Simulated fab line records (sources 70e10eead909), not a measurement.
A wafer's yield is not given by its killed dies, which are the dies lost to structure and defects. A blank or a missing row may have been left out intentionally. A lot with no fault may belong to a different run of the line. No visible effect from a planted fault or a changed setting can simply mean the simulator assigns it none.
Which tool did it? ; flow nand harc ; 24 lots with 72 wafers sampled at 2 steps, on a route of 1159 steps

WHAT THE GAUGES READ, wafer by wafer
NHARC_A_CONTACT_CD_MEAS_08: the cd target is 100 nm.
lot;measured;on;cd nm (nm)
L074;day 17 01:29;cd sem-02;99.6 99.4 99.4
L075;day 17 09:43;cd sem-03;100.5 100.1 99.5
L078;day 17 10:49;cd sem-02;100.5 100.0 100.4
L077;day 17 13:21;cd sem-01;100.9 99.6 100.2
L076;day 17 14:39;cd sem-01;99.7 99.1 100.7
L079;day 18 16:41;cd sem-01;100.0 100.1 100.7
L080;day 18 16:59;cd sem-03;100.1 100.2 99.7
L081;day 18 22:14;cd sem-02;100.0 100.4 99.8
L083;day 19 01:46;cd sem-02;100.5 100.6 100.0
L084;day 19 07:49;cd sem-03;100.3 100.5 100.8
L082;day 19 08:03;cd sem-01;99.9 99.3 99.8
L086;day 19 21:09;cd sem-02;99.5 99.9 100.4
L087;day 19 23:41;cd sem-02;100.6 100.6 100.7
L085;day 20 06:49;cd sem-02;98.8 100.3 100.2
L089;day 20 14:11;cd sem-01;100.7 100.4 99.7
L088;day 20 17:19;cd sem-01;100.0 100.1 100.4
L090;day 20 20:00;cd sem-03;99.7 99.8 100.2
L092;day 21 13:10;cd sem-03;99.5 100.3 99.8
L094;day 21 14:22;cd sem-02;100.1 100.7 99.8
L093;day 21 15:46;cd sem-03;100.5 99.7 100.0
L091;day 21 23:12;cd sem-03;101.2 101.0 100.7
L095;day 22 12:35;cd sem-01;100.6 99.5 99.7
L096;day 22 15:32;cd sem-03;100.3 99.3 99.9
L097;day 23 00:27;cd sem-03;101.1 101.0 99.7

WHICH TOOL RAN EACH LOT (tool, then ch and the chambers of the sampled wafers, then the start)
lot;NHARC_A_CONTACT_DEP_84
L074;acl dep-03 ch 0, day 16 23:42
L075;acl dep-03 ch 0, day 17 07:44
L078;acl dep-03 ch 0, day 17 08:58
L077;acl dep-01 ch 0, day 17 11:34
L076;acl dep-02 ch 0, day 17 13:00
L079;acl dep-01 ch 0, day 18 14:41
L080;acl dep-03 ch 0, day 18 14:59
L081;acl dep-02 ch 0, day 18 20:24
L083;acl dep-03 ch 0, day 18 23:55
L084;acl dep-01 ch 0, day 19 06:01
L082;acl dep-02 ch 0, day 19 06:11
L086;acl dep-03 ch 0, day 19 19:13
L087;acl dep-02 ch 0, day 19 22:13
L085;acl dep-01 ch 0, day 20 04:58
L089;acl dep-01 ch 0, day 20 12:11
L088;acl dep-02 ch 0, day 20 15:27
L090;acl dep-01 ch 0, day 20 18:01
L092;acl dep-02 ch 0, day 21 11:08
L094;acl dep-02 ch 0, day 21 12:23
L093;acl dep-02 ch 0, day 21 13:46
L091;acl dep-03 ch 0, day 21 21:21
L095;acl dep-01 ch 0, day 22 10:25
L096;acl dep-01 ch 0, day 22 13:44
L097;acl dep-01 ch 0, day 22 22:28
- NHARC_A_CONTACT_DEP_84: deposits aC, target thk 2000 nm.

WHAT THE TOOLS THEMSELVES READ (means of the sampled wafers that have a number; where no wafer has one, the mark that the record gives instead)
NHARC_A_CONTACT_DEP_84.
lot;tool;throttle valve pct (%)
L074;acl dep-03;34.997
L075;acl dep-03;35.010
L078;acl dep-03;34.997
L077;acl dep-01;35.005
L076;acl dep-02;35.000
L079;acl dep-01;35.003
L080;acl dep-03;35.002
L081;acl dep-02;34.995
L083;acl dep-03;35.002
L084;acl dep-01;34.999
L082;acl dep-02;34.994
L086;acl dep-03;35.002
L087;acl dep-02;34.993
L085;acl dep-01;34.998
L089;acl dep-01;34.998
L088;acl dep-02;35.002
L090;acl dep-01;34.999
L092;acl dep-02;34.992
L094;acl dep-02;34.996
L093;acl dep-02;34.996
L091;acl dep-03;35.004
L095;acl dep-01;34.999
L096;acl dep-01;35.000
L097;acl dep-01;35.002

THE ANSWER, worked out from the rows above alone
Rule: what is usual is taken from the lots themselves. Put in order of their means at a reading, lots are off if they are a third of the lots or fewer, leave a main group of 4 or more, and stand apart from it by a gap of 3 or more times the standard deviation of the main group's means; of several such gaps the widest counts. The tables above print the reading to a certain number of digits; a main group whose means all agree to those digits is not used. A lot without any number at a reading at which 4 lots or more have one is off too. Where the step has rows for the other lots, those lots are counted as sound. The gauges are gone through in route order, then the tools' own readings, and for those a lot's mean is taken as printed above. At the first step where some lot is off, the reading lying furthest off is the one used; lots without a number count as furthest.
No lot is off on any of the readings shown, so nothing can be concluded from this.

WHAT THE SIMULATOR HAD INSERTED
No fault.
